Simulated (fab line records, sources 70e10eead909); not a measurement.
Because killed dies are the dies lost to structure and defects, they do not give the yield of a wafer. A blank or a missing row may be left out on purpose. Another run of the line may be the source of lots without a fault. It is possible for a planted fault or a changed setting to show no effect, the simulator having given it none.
One fault seen from 2 desks -- flow nand harc -- each desk holds nothing but its own numbers, with what lay behind them at the end

## FOR THE TOOL OWNER'S DESK: pecvd-04
The tool's own readings at NHARC_A_DECK1_JOINT_DEP_16 (deposits SiO2, target thk 45 nm): means of the sampled wafers that have a number, for each lot that ran on this tool. Marked OUT: a lot whose mean sits more than 4 standard deviations from the usual mean, which makes it out of limits; the brackets give that distance.
Columns: A = heater power w at NHARC_A_DECK1_JOINT_DEP_16, usual 568 W; B = mfc precursor sccm at NHARC_A_DECK1_JOINT_DEP_16, usual 161.4 sccm; C = rf fwd power W at NHARC_A_DECK1_JOINT_DEP_16, usual 896.7 W; D = throttle valve pct at NHARC_A_DECK1_JOINT_DEP_16, usual 15.9 %
lot,first seen here,A,B,C,D
L790,day 15 14:31,617,161.4,1004.3 (+37) OUT,15.7
L793,day 16 18:53,521,161.3,1003.0 (+37) OUT,16.1
L800,day 19 18:10,662,161.7,897.5,16.6
L803,day 20 23:41,666,161.9,897.9,16.0
L804,day 21 10:43,620,160.8,897.6,15.8
This desk's finding: out of limits on L790, L793; first on L790, day 15 14:31 (rf fwd power W at NHARC_A_DECK1_JOINT_DEP_16). L800, L803, L804: within limits.

## AT THE METROLOGY DESK
Lot by lot, what the gauges showed, no matter which tool ran the lot: averages of those sampled wafers that carry a number. Marked OUT: a lot whose mean sits more than 4 standard deviations from the usual mean, which makes it out of limits; the brackets give that distance.
Columns: A = thk nm at NHARC_A_ONON_D2_THK_MEAS_08, usual 1001 nm
lot,first seen here,A
L782,day 12 00:59,997
L783,day 12 21:52,1011
L785,day 13 11:02,993
L790,day 15 16:32,994
L793,day 16 20:55,997
L799,day 19 03:26,984
L798,day 19 03:28,1017
L800,day 19 20:11,1001
L801,day 20 08:47,993
L802,day 20 17:04,1003
L803,day 21 01:43,997
L804,day 21 12:44,998
L805,day 22 01:28,989
This desk's finding: nothing out of limits on any of the 13 lots.

## PUT TOGETHER
The tool owner's desk had the chance to raise an alarm at day 15 14:31 on L790, L793.
At the metrology desk, nothing out of limits was observed.
The metrology desk has L790, L793 on record, within its limits.
On pecvd-04, each named lot ran NHARC_A_DECK1_JOINT_DEP_16.

## WHAT THE SIMULATOR HAD PUT IN
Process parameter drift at NHARC_A_DECK1_JOINT_DEP_16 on pecvd-04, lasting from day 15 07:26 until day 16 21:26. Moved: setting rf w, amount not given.
Lots struck among those shown: L790, L793.
Hours from the fault's start to each desk's first reading out of limits: the tool owner's desk, 7.
